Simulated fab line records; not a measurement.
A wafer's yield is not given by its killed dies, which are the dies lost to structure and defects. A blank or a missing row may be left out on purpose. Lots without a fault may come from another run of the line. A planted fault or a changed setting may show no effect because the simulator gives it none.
Matching of chambers / flow n5Finfet / N5_BEOL_M14_ILD_DEP_00 on pecvd-04 has 3 sister chambers
The step deposits SiO2 from TEOS/O2, target thk 1119.3 nm, time 237.4 s. 6 wafers are shown with their chamber, then 7 later ones without.

## WAFERS WITH THEIR CHAMBER
wafer=L381.1; chamber=2; throttleValvePct (%)=17.4; showerheadPlenumPTorr (Torr)=8.40
wafer=L385.1; chamber=0; throttleValvePct (%)=20.6; showerheadPlenumPTorr (Torr)=8.36
wafer=L385.3; chamber=2; throttleValvePct (%)=17.3; showerheadPlenumPTorr (Torr)=8.38
wafer=L385.4; chamber=1; throttleValvePct (%)=17.9; showerheadPlenumPTorr (Torr)=8.26
wafer=L388.3; chamber=1; throttleValvePct (%)=17.7; showerheadPlenumPTorr (Torr)=8.27
wafer=L388.5; chamber=0; throttleValvePct (%)=20.6; showerheadPlenumPTorr (Torr)=8.36

## WAFERS MISSING THEIR CHAMBER
wafer=L388.6; throttleValvePct (%)=17.6; showerheadPlenumPTorr (Torr)=8.28
wafer=L392.1; throttleValvePct (%)=17.9; showerheadPlenumPTorr (Torr)=8.28
wafer=L392.2; throttleValvePct (%)=17.6; showerheadPlenumPTorr (Torr)=8.37
wafer=L392.4; throttleValvePct (%)=18.2; showerheadPlenumPTorr (Torr)=8.28
wafer=L394.1; throttleValvePct (%)=18.1; showerheadPlenumPTorr (Torr)=8.29
wafer=L394.3; throttleValvePct (%)=17.5; showerheadPlenumPTorr (Torr)=8.39
wafer=L394.6; throttleValvePct (%)=17.4; showerheadPlenumPTorr (Torr)=8.39

## WHICH CHAMBER EACH WENT THROUGH
wafer=L388.6; from the rows above=1; in truth=1
wafer=L392.1; from the rows above=1; in truth=1
wafer=L392.2; from the rows above=2; in truth=2
wafer=L392.4; from the rows above=1; in truth=1
wafer=L394.1; from the rows above=1; in truth=1
wafer=L394.3; from the rows above=2; in truth=2
wafer=L394.6; from the rows above=2; in truth=2
Correct placement for 7 of the 7. Number that these rows cannot place: 0. Placed wrongly: 0.
How it was worked out, from the rows above alone: a wafer's distance from a chamber is the root of the sum, over the readings, of the square of ((its reading less the chamber's mean) divided by the reading's scatter). If the next closest chamber is less than 2 further off than the closest, the wafer can't be placed; otherwise it belongs to the closest. A chamber's mean is the mean of its shown wafers. How the scatter is found: for the shown wafers, subtract from each reading the mean of its chamber, square and add these, divide the total by (wafers less chambers), then take the root.
